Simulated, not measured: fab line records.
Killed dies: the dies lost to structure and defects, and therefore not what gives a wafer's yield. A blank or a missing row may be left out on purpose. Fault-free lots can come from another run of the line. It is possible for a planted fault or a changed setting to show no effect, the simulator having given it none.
Matching of chambers | flow nand_harc | cmp-03 running NHARC_A_BONDPAD_CMP_29: 4 sister chambers
The step polishes SiCN, target thk 200 nm. 8 wafers are shown with their chamber, then 11 later ones without.

== WAFERS, EACH WITH ITS CHAMBER ==
wafer  | chamber | motor_current_A (A)
L077.5 | 3       | 12.0
L080.5 | 2       | 11.6
L084.1 | 3       | 11.8
L084.5 | 1       | 12.0
L087.2 | 0       | 9.9
L087.3 | 2       | 11.3
L087.4 | 1       | 12.2
L089.1 | 0       | 9.8

== WAFERS WHOSE CHAMBER IS MISSING ==
wafer  | motor_current_A (A)
L089.3 | 11.6
L089.4 | 12.1
L090.4 | 9.7
L090.5 | 11.8
L090.6 | 11.1
L094.2 | 9.8
L094.5 | 11.5
L094.6 | 11.8
L097.1 | 10.7
L097.2 | 9.8
L097.6 | 11.1

== CHAMBER TAKEN BY EACH ==
wafer  | from the rows above          | in truth
L089.3 | can't be placed: 2 or 3      | 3
L089.4 | can't be placed: 1 or 3      | 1
L090.4 | 0                            | 0
L090.5 | can't be placed: 3 or 1 or 2 | 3
L090.6 | 2                            | 2
L094.2 | 0                            | 0
L094.5 | 2                            | 2
L094.6 | can't be placed: 3 or 1 or 2 | 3
L097.1 | can't be placed: 2 or 0      | 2
L097.2 | 0                            | 0
L097.6 | 2                            | 2
6 of 11 placed correctly. These rows do not allow placing 5 (true chamber among the candidates in 5). Number placed wrongly: 0.
How it was worked out, from the rows above alone: a wafer's distance from a chamber is the root of the sum, over the readings, of the square of ((its reading less the chamber's mean) divided by the reading's scatter). The wafer belongs to the nearest chamber; if the next one is less than 2 further off, it can't be placed. The mean given for a chamber averages the wafers shown for that chamber. The scatter: the root of (the sum of the squares of (reading less its chamber's mean) over the shown wafers, divided by (wafers less chambers)).
